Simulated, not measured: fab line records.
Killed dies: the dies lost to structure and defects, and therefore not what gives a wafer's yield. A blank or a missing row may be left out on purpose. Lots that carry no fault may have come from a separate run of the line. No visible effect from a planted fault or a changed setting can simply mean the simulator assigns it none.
Chamber matching || flow n5-finfet || 4 sister chambers for N5_HKMG_FIN_ETCH_86 on rie-diel-01
The step etches SOC in N2/H2, stops on TiN, target depth 393.2 nm. 14 wafers are shown with their chamber, then 7 later ones without.

## WAFERS PAIRED WITH THEIR CHAMBERS
{"wafer": "L081.3", "chamber": 3, "showerhead-plenum-p-Torr (Torr)": 2.50, "throttle-valve-pct (%)": 17.5, "drypump-motor-current-A (A)": 5.5}
{"wafer": "L081.4", "chamber": 1, "showerhead-plenum-p-Torr (Torr)": 2.66, "throttle-valve-pct (%)": 18.0, "drypump-motor-current-A (A)": 5.5}
{"wafer": "L081.6", "chamber": 2, "showerhead-plenum-p-Torr (Torr)": 2.63, "throttle-valve-pct (%)": 18.3, "drypump-motor-current-A (A)": 5.7}
{"wafer": "L087.1", "chamber": 0, "showerhead-plenum-p-Torr (Torr)": 2.71, "throttle-valve-pct (%)": 17.5, "drypump-motor-current-A (A)": 5.7}
{"wafer": "L087.2", "chamber": 1, "showerhead-plenum-p-Torr (Torr)": 2.65, "throttle-valve-pct (%)": 18.0, "drypump-motor-current-A (A)": 5.5}
{"wafer": "L087.5", "chamber": 2, "showerhead-plenum-p-Torr (Torr)": 2.63, "throttle-valve-pct (%)": 18.3, "drypump-motor-current-A (A)": 5.7}
{"wafer": "L089.1", "chamber": 2, "showerhead-plenum-p-Torr (Torr)": 2.63, "throttle-valve-pct (%)": 18.3, "drypump-motor-current-A (A)": 5.7}
{"wafer": "L089.4", "chamber": 3, "showerhead-plenum-p-Torr (Torr)": 2.49, "throttle-valve-pct (%)": 17.6, "drypump-motor-current-A (A)": 5.5}
{"wafer": "L089.6", "chamber": 1, "showerhead-plenum-p-Torr (Torr)": 2.65, "throttle-valve-pct (%)": 18.0, "drypump-motor-current-A (A)": 5.5}
{"wafer": "L093.2", "chamber": 0, "showerhead-plenum-p-Torr (Torr)": 2.71, "throttle-valve-pct (%)": 17.6, "drypump-motor-current-A (A)": 5.8}
{"wafer": "L093.4", "chamber": 3, "showerhead-plenum-p-Torr (Torr)": 2.49, "throttle-valve-pct (%)": 17.6, "drypump-motor-current-A (A)": 5.5}
{"wafer": "L093.6", "chamber": 0, "showerhead-plenum-p-Torr (Torr)": 2.71, "throttle-valve-pct (%)": 17.5, "drypump-motor-current-A (A)": 5.8}
{"wafer": "L094.4", "chamber": 2, "showerhead-plenum-p-Torr (Torr)": 2.62, "throttle-valve-pct (%)": 18.4, "drypump-motor-current-A (A)": 5.7}
{"wafer": "L094.5", "chamber": 0, "showerhead-plenum-p-Torr (Torr)": 2.71, "throttle-valve-pct (%)": 17.6, "drypump-motor-current-A (A)": 5.7}

SIGNATURES (averages over the wafers above)
{"reading": "showerhead-plenum-p-Torr", "chamber 0": 2.7100, "chamber 1": 2.6533, "chamber 2": 2.6275, "chamber 3": 2.4933, "scatter within a chamber": 0.00456}
{"reading": "throttle-valve-pct", "chamber 0": 17.550, "chamber 1": 18.000, "chamber 2": 18.325, "chamber 3": 17.567, "scatter within a chamber": 0.0492}
{"reading": "drypump-motor-current-A", "chamber 0": 5.750, "chamber 1": 5.500, "chamber 2": 5.700, "chamber 3": 5.500, "scatter within a chamber": 0.0316}
Rule: a wafer lies at a distance from a chamber equal to the root of the sum of squares, over the readings, of (its reading less the chamber's mean, divided by the reading's scatter). The wafer belongs to the nearest chamber; if the next one is less than 2 further off, it can't be placed. The scatter is the square root of a quotient: the sum, over the shown wafers, of each reading's squared deviation from its chamber's mean, divided by wafers minus chambers.

## WAFERS WHOSE CHAMBER IS MISSING
{"wafer": "L094.6", "showerhead-plenum-p-Torr (Torr)": 2.65, "throttle-valve-pct (%)": 18.0, "drypump-motor-current-A (A)": 5.5}
{"wafer": "L097.1", "showerhead-plenum-p-Torr (Torr)": 2.49, "throttle-valve-pct (%)": 17.6, "drypump-motor-current-A (A)": 5.5}
{"wafer": "L097.3", "showerhead-plenum-p-Torr (Torr)": 2.65, "throttle-valve-pct (%)": 18.0, "drypump-motor-current-A (A)": 5.5}
{"wafer": "L097.6", "showerhead-plenum-p-Torr (Torr)": 2.65, "throttle-valve-pct (%)": 18.0, "drypump-motor-current-A (A)": 5.5}
{"wafer": "L096.1", "showerhead-plenum-p-Torr (Torr)": 2.62, "throttle-valve-pct (%)": 18.4, "drypump-motor-current-A (A)": 5.7}
{"wafer": "L096.3", "showerhead-plenum-p-Torr (Torr)": 2.49, "throttle-valve-pct (%)": 17.6, "drypump-motor-current-A (A)": 5.5}
{"wafer": "L096.4", "showerhead-plenum-p-Torr (Torr)": 2.65, "throttle-valve-pct (%)": 18.0, "drypump-motor-current-A (A)": 5.5}

## EACH ONE'S CHAMBER
{"wafer": "L094.6", "from the rows above": 1, "in truth": 1}
{"wafer": "L097.1", "from the rows above": 3, "in truth": 3}
{"wafer": "L097.3", "from the rows above": 1, "in truth": 1}
{"wafer": "L097.6", "from the rows above": 1, "in truth": 1}
{"wafer": "L096.1", "from the rows above": 2, "in truth": 2}
{"wafer": "L096.3", "from the rows above": 3, "in truth": 3}
{"wafer": "L096.4", "from the rows above": 1, "in truth": 1}
Correctly placed: 7 of 7. Can't be placed from these rows: 0. Placed wrongly: 0.
